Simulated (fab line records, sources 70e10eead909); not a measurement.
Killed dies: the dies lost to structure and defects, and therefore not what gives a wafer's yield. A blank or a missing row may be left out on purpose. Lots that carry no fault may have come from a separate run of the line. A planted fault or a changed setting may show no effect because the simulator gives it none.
What tool caused it? | flow nandHarc | Sampling: 7 lots, 21 wafers, 5 of 1302 route steps

WHAT THE GAUGES SHOWED, per wafer
NHARC_END_SORT_01.
lot  | measured     | on        | defectLimitedYield (%)
L394 | day 31 02:25 | prober-02 | 77.4 78.6 76.1
L396 | day 31 19:13 | prober-01 | 79.2 75.3 75.0

WHAT TOOL EACH LOT RAN ON (gives the tool, then ch and the chambers of the sampled wafers, and finally the start)
lot  | NHARC_P_M1_PVD_20           | NHARC_A_BONDPAD_PRE_CLEAN_26           | NHARC_A_BONDPAD_PVD_17                 | NHARC_THIN_TSV_DEGAS_53
L379 | pvdSputter-01, day 6 22:25  | pvdSputter-03, day 24 09:56 or earlier | pvdSputter-03, day 24 09:56 or earlier | pvdSputter-01, day 24 09:56
L384 | pvdSputter-02, day 8 19:23  | pvdSputter-03, day 25 17:06 or earlier | pvdSputter-03, day 25 17:06 or earlier | pvdSputter-02, day 25 17:06
L386 | pvdSputter-01, day 9 16:44  | pvdSputter-02, day 27 06:43 or earlier | pvdSputter-02, day 27 06:43 or earlier | pvdSputter-03, day 27 06:43
L388 | pvdSputter-03, day 10 17:58 | pvdSputter-03, day 28 16:54 or earlier | pvdSputter-03, day 28 16:54 or earlier | pvdSputter-02, day 28 16:54
L394 | pvdSputter-03, day 13 01:25 | pvdSputter-02, day 30 15:28 or earlier | pvdSputter-02, day 30 15:28 or earlier | pvdSputter-02, day 30 15:28
L396 | pvdSputter-03, day 13 20:58 | pvdSputter-01, day 31 06:31 or earlier | pvdSputter-01, day 31 06:31 or earlier | pvdSputter-02, day 31 06:31
L400 | pvdSputter-01, day 15 11:42 | pvdSputter-03, day 32 16:50 or earlier | pvdSputter-03, day 32 16:50 or earlier | pvdSputter-02, day 32 16:50
- NHARC_P_M1_PVD_20: deposits TaN, target thk 5 nm, time 8.06 s.
- NHARC_A_BONDPAD_PRE_CLEAN_26: time 30 s.
- NHARC_A_BONDPAD_PVD_17: deposits TaN, target thk 5 nm, time 8.06 s.
- NHARC_THIN_TSV_DEGAS_53: time 60 s.

THE ANSWER, worked out from the rows above alone
Rule: the lots themselves supply what counts as usual. Put in order of their means at a reading, lots are off if they are a third of the lots or fewer, leave a main group of 4 or more, and stand apart from it by a gap of 3 or more times the standard deviation of the main group's means; of several such gaps the widest counts. A main group is skipped when, at the precision printed for the reading in the tables above, its means are all equal. Also off: a lot with no number at a reading for which 4 or more lots have one. All remaining lots with rows at the step are treated as sound.
None of the lots is off at any reading shown; this tells nothing.

WHAT THE SIMULATOR PUT IN
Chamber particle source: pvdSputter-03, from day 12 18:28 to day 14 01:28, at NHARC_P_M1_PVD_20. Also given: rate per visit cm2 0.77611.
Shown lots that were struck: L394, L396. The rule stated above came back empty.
